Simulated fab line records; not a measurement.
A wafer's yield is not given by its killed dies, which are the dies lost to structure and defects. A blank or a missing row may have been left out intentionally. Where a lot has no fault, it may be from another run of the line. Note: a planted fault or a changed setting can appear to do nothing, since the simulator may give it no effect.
Comparing a struck lot with a sound one -- flow nand_harc -- 30 steps out of a route of 1302
Sound: the wafers L221.1, L221.3, L221.4. Wafers L234.3, L234.5, L234.6 were the ones struck. At the end, the cause is stated.
For every step that has rows: the tool of each side, followed by ch and its chambers, followed by its first start. Under that, the readings that differ: sound wafers -- struck wafers -- difference of the means -- sigmas: that difference in standard deviations of wafers without a fault.
alike: a reading whose means differ by less than 2 such deviations, as well as words and numbers matching on both sides. not compared: withheld readings; readings where some wafer has no value; bounds like >300 that might hide an equal value; numbers whose values overlap and for which the record gives no deviation.
Wherever a step has rows on one side only, a row that says differs or no value, or a row with sigmas, the two part there. Non-overlapping numbers with no deviation appear without sigmas and do not part them. A reading that every wafer of one side lacks parts them only if that side has two wafers or more.

NHARC_A_CHANNEL_HOLE_D2_CD_MEAS_10: target cd 100 nm.
  sound on cd_sem-03 ch 0, day 13 11:13; struck on cd_sem-02 ch 0, day 19 13:29
  alike: cd_nm
NHARC_A_CHANNEL_HOLE_D2_OVL_MEAS_11:
  sound on overlay-01, day 13 11:18; struck on overlay-01, day 19 13:34
  alike: overlay_x_nm, overlay_y_nm
NHARC_A_CHANNEL_HOLE_D2_INSPECT_12:
  sound on defect_inspect-01, day 13 11:20; struck on defect_inspect-01, day 19 13:37
  alike: raw_defect_count
then, 1 step without rows for these wafers: NHARC_A_CHANNEL_HOLE_D2_DESCUM_15 (chemistry O2, time 3 s).
NHARC_A_CHANNEL_HOLE_D2_ETCH_38: etches the open film in CF4, target depth 39 nm, time 65 s.
  sound on rie_diel-12 ch 1,2,3, day 13 11:29; struck on rie_diel-05 ch 0,1, day 19 13:47
  alike: drypump_motor_current_A, oes_product_au, rf_vpp_V, showerhead_plenum_p_Torr, throttle_valve_pct
  not compared: rf_hours_counter_h
NHARC_A_CHANNEL_HOLE_D2_ETCH_39: etches the open film in N2/H2, target depth 260 nm, time 325 s.
  sound: rie_diel-12 ch 1,2,3; struck: rie_diel-05 ch 0,1
reading,sound,struck,difference,sigmas
showerhead_plenum_p_Torr (Torr),1.94 1.94 2.02,2.17 2.12 2.17,+0.19,+2
  alike: drypump_motor_current_A, h2_flow_sccm, oes_product_au, rf_vpp_V, throttle_valve_pct
  not compared: rf_hours_counter_h
NHARC_A_CHANNEL_HOLE_D2_ETCH_34: etches the open film in CF4/CHF3, target depth 154 nm, time 77 s.
  sound: rie_diel-12 ch 0,2,3; struck: rie_diel-05 ch 1,2
reading,sound,struck,difference,sigmas
rf_hours_counter_h (h),0.7 0.7 0.7,- - -,no value on the struck wafers,
  alike: drypump_motor_current_A, oes_product_au, rf_vpp_V, showerhead_plenum_p_Torr, throttle_valve_pct
then, 1 step without rows for these wafers: NHARC_A_CHANNEL_HOLE_D2_ETCH_16 (etches the open film in O2/COS, target depth 3100 nm, time 806 s).
NHARC_A_CHANNEL_HOLE_D2_CD_MEAS_18:
  sound on cd_sem-02, day 13 12:31; struck on cd_sem-01, day 19 15:15
  alike: cd_nm
then, 3 steps without rows for these wafers: NHARC_A_CHANNEL_HOLE_D2_ETCH_19 (etches the open film in C4F8/O2/Ar, time 34.5 s); NHARC_A_CHANNEL_HOLE_D2_ETCH_20 (etches the open film in C4F8/O2/Ar, time 361.9 s, target depth 1600 nm); NHARC_A_CHANNEL_HOLE_D2_ETCH_21 (etches the open film in C4F8/O2/Ar, time 514.3 s, target depth 1600 nm).
NHARC_A_CHANNEL_HOLE_D2_ETCH_22: etches the open film in C4F8/O2/Ar, time 666.7 s, target depth 1600 nm.
  sound on har_etch-01 ch 0,1, day 13 13:32; struck on har_etch-01 ch 0,1, day 19 18:08
  alike: drypump_motor_current_A, oes_air_line_au, showerhead_plenum_p_Torr, throttle_valve_pct
  not compared: rf_hours_counter_h
then, 2 steps without rows for these wafers: NHARC_A_CHANNEL_HOLE_D2_ETCH_23 (etches the open film in C4F8/O2/Ar, time 819 s, target depth 1600 nm); NHARC_A_CHANNEL_HOLE_D2_ETCH_24 (etches the open film in C4F8/O2/Ar, time 906.2 s, target depth 1500 nm).
NHARC_A_CHANNEL_HOLE_D2_ETCH_25: etches the open film in C4F8/O2/Ar, time 1040.2 s, target depth 1500 nm.
  sound on har_etch-01 ch 0,1, day 13 15:37; struck on har_etch-01 ch 0,1, day 19 20:19
  alike: drypump_motor_current_A, oes_air_line_au, showerhead_plenum_p_Torr, throttle_valve_pct
  not compared: rf_hours_counter_h
then, 1 step without rows for these wafers: NHARC_A_CHANNEL_HOLE_D2_ETCH_26 (etches the open film in C4F8/O2/Ar, time 224.1 s, target depth 300 nm).
NHARC_A_CHANNEL_HOLE_D2_ETCH_27: etches the open film in C4F8/O2/Ar, time 90 s, target depth 400 nm.
  sound on har_etch-01 ch 0,1, day 13 16:35; struck on har_etch-01 ch 0,1, day 19 21:03
  alike: drypump_motor_current_A, oes_air_line_au, showerhead_plenum_p_Torr, throttle_valve_pct
  not compared: rf_hours_counter_h
then, 7 steps without rows for these wafers: NHARC_A_CHANNEL_HOLE_D2_STRIP_41 (strips in N2/H2); NHARC_A_CHANNEL_HOLE_D2_STRIP_42 (strips in CF4/CHF3); NHARC_A_CHANNEL_HOLE_D2_STRIP_43 (strips in O2/COS); NHARC_A_CHANNEL_HOLE_D2_ETCH_44 (etches the open film in CF4/O2, target depth 140 nm, overetch 14 nm, time 77 s); NHARC_A_CHANNEL_HOLE_D2_STRIP_28 (strips in O2); NHARC_A_CHANNEL_HOLE_D2_PRECLEAN_29 (cleans in SC1); NHARC_A_CHANNEL_HOLE_D2_SRD_30.
NHARC_A_CHANNEL_HOLE_D2_CD_MEAS_31:
  sound on cd_sem-03, day 13 18:05; struck on cd_sem-01, day 19 22:31
  alike: cd_nm
next, for these wafers, 1 step has no rows: NHARC_A_CHANNEL_HOLE_D2_XSEM_32.
NHARC_A_CHANNEL_HOLE_D2_INSPECT_40:
  sound on defect_inspect-01, day 13 18:17; struck on defect_inspect-01, day 19 22:41
reading,sound,struck,difference,sigmas
raw_defect_count,169 132 232,1271 1261 1335,+1111,+13
then, 1 step without rows for these wafers: NHARC_A_CHANNEL_FILL_D2_PRECLEAN_00 (cleans in SC1).
-- the record jumps here: 11 days lie between the struck wafers' starts before and after (it left off in module A_CHANNEL_FILL_D2 and takes up again in module END, whose first step shown is number 1302 of the route) --
NHARC_END_SORT_01:
  only the struck wafers appear in the record here, on prober-02 ch 0 at day 30 17:15; the sound ones have no rows

== WHERE THEY PART ==
Last at NHARC_END_SORT_01 as far as this record goes, first at NHARC_A_CHANNEL_HOLE_D2_ETCH_39.

WHY: what the simulator had put in
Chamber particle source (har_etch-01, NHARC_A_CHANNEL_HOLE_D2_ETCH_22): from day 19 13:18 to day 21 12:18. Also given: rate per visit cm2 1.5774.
